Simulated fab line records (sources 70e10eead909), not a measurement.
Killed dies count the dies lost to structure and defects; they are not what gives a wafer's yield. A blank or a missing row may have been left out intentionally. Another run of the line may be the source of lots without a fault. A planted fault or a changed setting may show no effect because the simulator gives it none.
The tool behind it: which one? || flow nand_harc || 14 lots with 40 wafers sampled at 6 steps, on a route of 1302 steps

## WHAT THE GAUGES SHOWED, per wafer
NHARC_A_DECK1_JOINT_THK_MEAS_14: measures by ellipsometry. Usual: 50.8 nm for thk_nm, sd 1.4.
{"lot": "L108", "measured": "day 11 07:36", "on": "film_metro-02", "thk_nm (nm)": "50.0 50.8 49.6", "flag": ""}
{"lot": "L110", "measured": "day 11 23:07", "on": "film_metro-02", "thk_nm (nm)": "50.2 49.7 50.9", "flag": ""}
{"lot": "L111", "measured": "day 12 10:27", "on": "film_metro-01", "thk_nm (nm)": "49.5 50.7 53.8", "flag": ""}
{"lot": "L112", "measured": "day 13 01:45", "on": "film_metro-02", "thk_nm (nm)": "51.7 51.3 50.5", "flag": ""}
{"lot": "L114", "measured": "day 13 13:51", "on": "film_metro-01", "thk_nm (nm)": "48.9 51.8 52.1", "flag": ""}
{"lot": "L117", "measured": "day 15 16:56", "on": "film_metro-01", "thk_nm (nm)": "51.3 49.2 50.5", "flag": ""}
{"lot": "L120", "measured": "day 16 15:07", "on": "film_metro-01", "thk_nm (nm)": 53.0, "flag": ""}
{"lot": "L125", "measured": "day 18 11:29", "on": "film_metro-01", "thk_nm (nm)": "51.7 51.4 51.3", "flag": ""}
{"lot": "L126", "measured": "day 19 03:29", "on": "film_metro-02", "thk_nm (nm)": "53.2 50.5 51.5", "flag": ""}
{"lot": "L127", "measured": "day 19 07:39", "on": "film_metro-01", "thk_nm (nm)": "52.6 50.4 52.2", "flag": ""}
{"lot": "L128", "measured": "day 20 04:24", "on": "film_metro-01", "thk_nm (nm)": "50.6 51.9 51.7", "flag": ""}
{"lot": "L129", "measured": "day 20 09:47", "on": "film_metro-02", "thk_nm (nm)": "51.4 51.6 51.5", "flag": ""}
{"lot": "L130", "measured": "day 20 09:47", "on": "film_metro-01", "thk_nm (nm)": "52.8 53.9 49.5", "flag": ""}
{"lot": "L131", "measured": "day 20 19:35", "on": "film_metro-02", "thk_nm (nm)": "49.5 51.4 49.5", "flag": ""}

NHARC_A_ONON_D2_THK_MEAS_05: measures by ellipsometry. Usual: 998 nm for thk_nm, sd 8.4.
{"lot": "L108", "measured": "day 12 10:38", "on": "film_metro-02", "thk_nm (nm)": "1006 1005 1006", "flag": ""}
{"lot": "L110", "measured": "day 12 20:52", "on": "film_metro-01", "thk_nm (nm)": "1010 1010 1012", "flag": ""}
{"lot": "L111", "measured": "day 13 10:43", "on": "film_metro-02", "thk_nm (nm)": "995 996 996", "flag": ""}
{"lot": "L112", "measured": "day 14 01:01", "on": "film_metro-01", "thk_nm (nm)": "997 996 996", "flag": ""}
{"lot": "L114", "measured": "day 14 19:47", "on": "film_metro-02", "thk_nm (nm)": "996 996 995", "flag": ""}
{"lot": "L117", "measured": "day 16 15:08", "on": "film_metro-01", "thk_nm (nm)": "999 998 998", "flag": ""}
{"lot": "L120", "measured": "day 17 19:05", "on": "film_metro-02", "thk_nm (nm)": 992, "flag": ""}
{"lot": "L125", "measured": "day 19 11:10", "on": "film_metro-01", "thk_nm (nm)": "992 992 991", "flag": ""}
{"lot": "L126", "measured": "day 20 05:59", "on": "film_metro-02", "thk_nm (nm)": "975 975 977", "flag": ""}
{"lot": "L127", "measured": "day 20 08:51", "on": "film_metro-01", "thk_nm (nm)": "995 996 995", "flag": ""}
{"lot": "L128", "measured": "day 21 04:35", "on": "film_metro-01", "thk_nm (nm)": "996 997 994", "flag": ""}
{"lot": "L129", "measured": "day 21 11:58", "on": "film_metro-01", "thk_nm (nm)": "1000 1000 1001", "flag": ""}
{"lot": "L130", "measured": "day 21 11:54", "on": "film_metro-02", "thk_nm (nm)": "1000 999 999", "flag": ""}
{"lot": "L131", "measured": "day 21 20:53", "on": "film_metro-01", "thk_nm (nm)": "987 988 988", "flag": ""}

NHARC_A_ONON_D2_THK_MEAS_08: measures by ellipsometry. Usual: 1006 nm for thk_nm, sd 8.5.
{"lot": "L108", "measured": "day 12 11:13", "on": "film_metro-02", "thk_nm (nm)": "1003 999 1001", "flag": ""}
{"lot": "L110", "measured": "day 12 21:26", "on": "film_metro-02", "thk_nm (nm)": "1008 1008 1008", "flag": ""}
{"lot": "L111", "measured": "day 13 11:16", "on": "film_metro-02", "thk_nm (nm)": "993 992 993", "flag": ""}
{"lot": "L112", "measured": "day 14 01:35", "on": "film_metro-02", "thk_nm (nm)": "1001 998 1001", "flag": ""}
{"lot": "L114", "measured": "day 14 20:21", "on": "film_metro-01", "thk_nm (nm)": "1017 1016 1017", "flag": ""}
{"lot": "L117", "measured": "day 16 15:43", "on": "film_metro-01", "thk_nm (nm)": "1146 1146 1147 1147 1147 1148", "flag": "OFF"}
{"lot": "L120", "measured": "day 17 19:40", "on": "film_metro-01", "thk_nm (nm)": "1148 1148", "flag": "OFF"}
{"lot": "L125", "measured": "day 19 11:44", "on": "film_metro-01", "thk_nm (nm)": "1023 1022 1023", "flag": ""}
{"lot": "L126", "measured": "day 20 06:32", "on": "film_metro-02", "thk_nm (nm)": "1009 1008 1009", "flag": ""}
{"lot": "L127", "measured": "day 20 09:25", "on": "film_metro-02", "thk_nm (nm)": "1003 1002 1002", "flag": ""}
{"lot": "L128", "measured": "day 21 05:08", "on": "film_metro-01", "thk_nm (nm)": "1000 1000 1000", "flag": ""}
{"lot": "L129", "measured": "day 21 12:32", "on": "film_metro-01", "thk_nm (nm)": "998 997 998", "flag": ""}
{"lot": "L130", "measured": "day 21 12:28", "on": "film_metro-01", "thk_nm (nm)": "989 988 988", "flag": ""}
{"lot": "L131", "measured": "day 21 21:26", "on": "film_metro-02", "thk_nm (nm)": "1002 999 1001", "flag": ""}

NHARC_END_SORT_01. Usual: killed_at_array 52, standard deviation 17; killed_at_other 0.8, standard deviation 1.1; killed_at_periphery 3.2, standard deviation 2.2; killed_dies 57, standard deviation 17; killed_open 3.4, standard deviation 1.8; killed_short 2.4, standard deviation 1.6.
{"lot": "L117", "measured": "day 28 08:31", "on": "prober-01", "killed_at_array": "72 76 72", "killed_at_other": "1 1 2", "killed_at_periphery": "0 2 1", "killed_dies": "73 79 75", "killed_open": "2 4 6", "killed_short": "0 2 2", "flag": ""}
{"lot": "L120", "measured": "day 29 19:11", "on": "prober-02", "killed_at_array": 48, "killed_at_other": 0, "killed_at_periphery": 3, "killed_dies": 51, "killed_open": 3, "killed_short": 2, "flag": ""}
{"lot": "L125", "measured": "day 31 22:14", "on": "prober-01", "killed_at_array": "62 64 64", "killed_at_other": "0 0 1", "killed_at_periphery": "4 3 7", "killed_dies": "66 67 72", "killed_open": "3 6 4", "killed_short": "1 1 2", "flag": ""}

## TOOL THAT RAN EACH LOT (tool first, then ch and the chambers of the sampled wafers, then the start)
{"lot": "L108", "NHARC_A_ONON_D2_DEP_06": "pecvd_onon-03 ch 0, day 12 10:42", "NHARC_A_ONON_D2_DEP_33": "pecvd-02 ch 0,1,2, day 12 22:58"}
{"lot": "L110", "NHARC_A_ONON_D2_DEP_06": "pecvd_onon-04 ch 0, day 12 21:02", "NHARC_A_ONON_D2_DEP_33": "pecvd-04 ch 1,2, day 13 08:38"}
{"lot": "L111", "NHARC_A_ONON_D2_DEP_06": "pecvd_onon-03 ch 0, day 13 10:46", "NHARC_A_ONON_D2_DEP_33": "pecvd-01 ch 0,1,2, day 13 22:04"}
{"lot": "L112", "NHARC_A_ONON_D2_DEP_06": "pecvd_onon-03 ch 0, day 14 01:04", "NHARC_A_ONON_D2_DEP_33": "pecvd-04 ch 1,2, day 14 15:32"}
{"lot": "L114", "NHARC_A_ONON_D2_DEP_06": "pecvd_onon-04 ch 0, day 14 19:50", "NHARC_A_ONON_D2_DEP_33": "pecvd-02 ch 0,2, day 15 10:16"}
{"lot": "L117", "NHARC_A_ONON_D2_DEP_06": "pecvd_onon-04 ch 0, day 16 15:15", "NHARC_A_ONON_D2_DEP_33": "pecvd-04 ch 0,1,2, day 17 02:57"}
{"lot": "L120", "NHARC_A_ONON_D2_DEP_06": "pecvd_onon-04 ch 0, day 17 19:23", "NHARC_A_ONON_D2_DEP_33": "pecvd-04 ch 2, day 18 07:38"}
{"lot": "L125", "NHARC_A_ONON_D2_DEP_06": "pecvd_onon-01 ch 0, day 19 11:14", "NHARC_A_ONON_D2_DEP_33": "pecvd-01 ch 0,1, day 19 22:57"}
{"lot": "L126", "NHARC_A_ONON_D2_DEP_06": "pecvd_onon-04 ch 0, day 20 06:02", "NHARC_A_ONON_D2_DEP_33": "pecvd-02 ch 0,2, day 20 18:07"}
{"lot": "L127", "NHARC_A_ONON_D2_DEP_06": "pecvd_onon-01 ch 0, day 20 08:55", "NHARC_A_ONON_D2_DEP_33": "pecvd-01 ch 0,1, day 20 18:01"}
{"lot": "L128", "NHARC_A_ONON_D2_DEP_06": "pecvd_onon-01 ch 0, day 21 04:45", "NHARC_A_ONON_D2_DEP_33": "pecvd-02 ch 0,1,2, day 21 16:22"}
{"lot": "L129", "NHARC_A_ONON_D2_DEP_06": "pecvd_onon-03 ch 0, day 21 12:01", "NHARC_A_ONON_D2_DEP_33": "pecvd-01 ch 0,1, day 22 03:44"}
{"lot": "L130", "NHARC_A_ONON_D2_DEP_06": "pecvd_onon-04 ch 0, day 21 12:05", "NHARC_A_ONON_D2_DEP_33": "pecvd-02 ch 0,2, day 22 03:40"}
{"lot": "L131", "NHARC_A_ONON_D2_DEP_06": "pecvd_onon-01 ch 0, day 21 20:56", "NHARC_A_ONON_D2_DEP_33": "pecvd-04 ch 0,2, day 22 11:40"}
- NHARC_A_ONON_D2_DEP_06: target thk 1000 nm.
- NHARC_A_ONON_D2_DEP_33: deposits SiO2, target thk 200 nm.

## WHAT THE TOOLS THEMSELVES READ (means of the sampled wafers that have a number; where no wafer has one, the mark that the record gives instead)
NHARC_A_ONON_D2_DEP_33. Usual: heater_power_w 598 W, standard deviation 100; throttle_valve_pct 15.9 %, standard deviation 0.47.
{"lot": "L108", "tool": "pecvd-02", "heater_power_w (W)": 564, "throttle_valve_pct (%)": 16.1, "flag": ""}
{"lot": "L110", "tool": "pecvd-04", "heater_power_w (W)": 688, "throttle_valve_pct (%)": 15.6, "flag": ""}
{"lot": "L111", "tool": "pecvd-01", "heater_power_w (W)": 564, "throttle_valve_pct (%)": 15.8, "flag": ""}
{"lot": "L112", "tool": "pecvd-04", "heater_power_w (W)": 637, "throttle_valve_pct (%)": 16.0, "flag": ""}
{"lot": "L114", "tool": "pecvd-02", "heater_power_w (W)": 609, "throttle_valve_pct (%)": 16.1, "flag": ""}
{"lot": "L117", "tool": "pecvd-04", "heater_power_w (W)": 636, "throttle_valve_pct (%)": 15.9, "flag": ""}
{"lot": "L120", "tool": "pecvd-04", "heater_power_w (W)": 548, "throttle_valve_pct (%)": 16.3, "flag": ""}
{"lot": "L125", "tool": "pecvd-01", "heater_power_w (W)": 605, "throttle_valve_pct (%)": 15.7, "flag": ""}
{"lot": "L126", "tool": "pecvd-02", "heater_power_w (W)": 491, "throttle_valve_pct (%)": 15.8, "flag": ""}
{"lot": "L127", "tool": "pecvd-01", "heater_power_w (W)": 593, "throttle_valve_pct (%)": 15.9, "flag": ""}
{"lot": "L128", "tool": "pecvd-02", "heater_power_w (W)": 598, "throttle_valve_pct (%)": 16.2, "flag": ""}
{"lot": "L129", "tool": "pecvd-01", "heater_power_w (W)": 546, "throttle_valve_pct (%)": 15.6, "flag": ""}
{"lot": "L130", "tool": "pecvd-02", "heater_power_w (W)": 503, "throttle_valve_pct (%)": 15.9, "flag": ""}
{"lot": "L131", "tool": "pecvd-04", "heater_power_w (W)": 590, "throttle_valve_pct (%)": 16.4, "flag": ""}

## THE ANSWER, worked out from the rows above alone
Rule: take the mean of a lot's wafers that have a number; if it is more than 3 standard deviations from the usual mean, the lot is off. Also off: a lot with no number at a reading for which 4 or more lots have one. All remaining lots with rows at the step are treated as sound. After the gauges, taken in route order, come the tools' own readings; for these a lot's mean is taken, as printed above. At the first step where some lot is off, the reading lying furthest off is the one used; lots without a number count as furthest.
Off: L117, L120, at NHARC_A_ONON_D2_THK_MEAS_08 (thk_nm).
If a tool, at a process step before that reading, ran all the lots that are off and no sound lot after the first of them, it fits. Those tools and the gauges at NHARC_A_ONON_D2_THK_MEAS_08 are tried in the same way. None of those tried fits.

## WHAT HAD BEEN PUT IN BY THE SIMULATOR
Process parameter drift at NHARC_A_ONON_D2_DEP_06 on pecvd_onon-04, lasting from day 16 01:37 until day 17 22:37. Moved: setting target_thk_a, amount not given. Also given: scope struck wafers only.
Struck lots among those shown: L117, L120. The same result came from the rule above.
